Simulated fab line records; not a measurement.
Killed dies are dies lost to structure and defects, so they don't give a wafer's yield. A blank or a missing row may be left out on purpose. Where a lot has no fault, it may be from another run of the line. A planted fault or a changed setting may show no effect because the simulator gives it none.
A lot that was struck, set against a sound lot	flow nand harc	15 steps out of a route of 1159
Sound: wafers L747.2, L747.3, L747.5. The struck wafers were L753.2, L753.3, L753.6. The cause is given at the end.
For every step that has rows: the tool of each side, followed by ch and its chambers, followed by its first start. Under that, the readings that differ: sound wafers	struck wafers	difference of the means	sigmas: that difference in standard deviations of wafers without a fault.
alike: same words and numbers on both sides, and readings whose means sit less than 2 such deviations apart. not compared: any withheld reading, any reading some wafer has no value for, any bound like >300 that may hide the same value, and any number with overlapping values for which the record gives no deviation.
A row with sigmas, a row that says differs or no value, or rows on one side alone: a step with any of these is where the two part. Numbers that don't overlap but have no deviation are shown without sigmas and don't part them. A reading missing from all wafers of one side parts the sides only when that side holds two or more wafers.

first, 7 steps without rows for these wafers: NHARC_A_CONTACT_COAT_35 (time 65 s); NHARC_A_CONTACT_COAT_36 (resist thk 90 nm); NHARC_A_CONTACT_SOFTBAKE_37 (time 55 s); NHARC_A_CONTACT_EBR_38; NHARC_A_CONTACT_EXPOSE_39 (exposes mask A CC 3); NHARC_A_CONTACT_PEB_40 (peb time 65 s); NHARC_A_CONTACT_DEVELOP_41 (develop time 35 s).
NHARC_A_CONTACT_CD_MEAS_42: target cd 200 nm.
  sound on cd sem-01 ch 0, day 17 00:22; struck on cd sem-01 ch 0, day 18 13:49
  alike: cd nm
NHARC_A_CONTACT_OVL_MEAS_43:
  struck on overlay-01, day 18 13:55; sound on overlay-02, day 17 00:28
  alike: overlay x nm, overlay y nm
NHARC_A_CONTACT_INSPECT_44:
  struck on defect inspect-01, day 18 13:56; sound on defect inspect-02, day 17 00:30
  alike: raw defect count
NHARC_A_CONTACT_DESCUM_47: chemistry O2, time 3 s.
  sound on rie diel-10 ch 0,2,3, day 17 00:34; struck on rie diel-09 ch 0,1,2, day 18 14:00
reading	sound	struck	difference	sigmas
oes product au (a.u.)	1.011 1.022 1.008	0.994 0.996 0.993	-0.019	-2
  alike: drypump motor current A, rf vpp V, showerhead plenum p Torr, throttle valve pct
  not compared: rf hours counter h
NHARC_A_CONTACT_ETCH_48: etches the open film in CF4, target depth 39 nm, time 65 s.
  sound on rie diel-10 ch 0,3, day 17 00:38; struck on rie diel-09 ch 0,3, day 18 14:08
  alike: bias w, cf4 flow sccm, drypump motor current A, oes product au, rf vpp V, showerhead plenum p Torr, throttle valve pct
  not compared: rf hours counter h
NHARC_A_CONTACT_ETCH_49: etches the open film in N2/H2, target depth 260 nm, time 475.3 s.
  sound on rie diel-10 ch 0,1, day 17 00:44; struck on rie diel-09 ch 0,3, day 18 15:34
  no value came back on the struck wafers for any of 7 readings (bias w (W), chamber pressure mTorr (mTorr) and others); on the sound wafers bias w (W) reads 149.8 149.9 150.2
  not compared: rf hours counter h
NHARC_A_CONTACT_ETCH_50: etches the open film in CF4/CHF3, target depth 84.7 nm, time 42.4 s.
  sound on rie diel-10 ch 0,2; struck on rie diel-09 ch 0,1,3
reading	sound	struck	difference	sigmas
oes product au (a.u.)	0.993 0.955 0.992	0.920 0.916 0.924	-0.060	-2
throttle valve pct (%)	16.773 16.813 16.796	16.815 16.823 16.816	+0.024	+3
  alike: bias w, cf4 flow sccm, drypump motor current A, rf vpp V, showerhead plenum p Torr
  not compared: rf hours counter h
-- jump in the record: it breaks off in module A_CONTACT and resumes in module END (first step shown: number 1159 of the route), and 3 days separate the struck wafers' starts before and after --
NHARC_END_SORT_01:
  the record has rows for the struck wafers here (prober-01 ch 0, day 21 23:52) and none for the sound ones

== WHERE THEY PART ==
At NHARC_A_CONTACT_DESCUM_47 first; at NHARC_END_SORT_01 last (within this record only).

WHY: the cause the simulator had injected
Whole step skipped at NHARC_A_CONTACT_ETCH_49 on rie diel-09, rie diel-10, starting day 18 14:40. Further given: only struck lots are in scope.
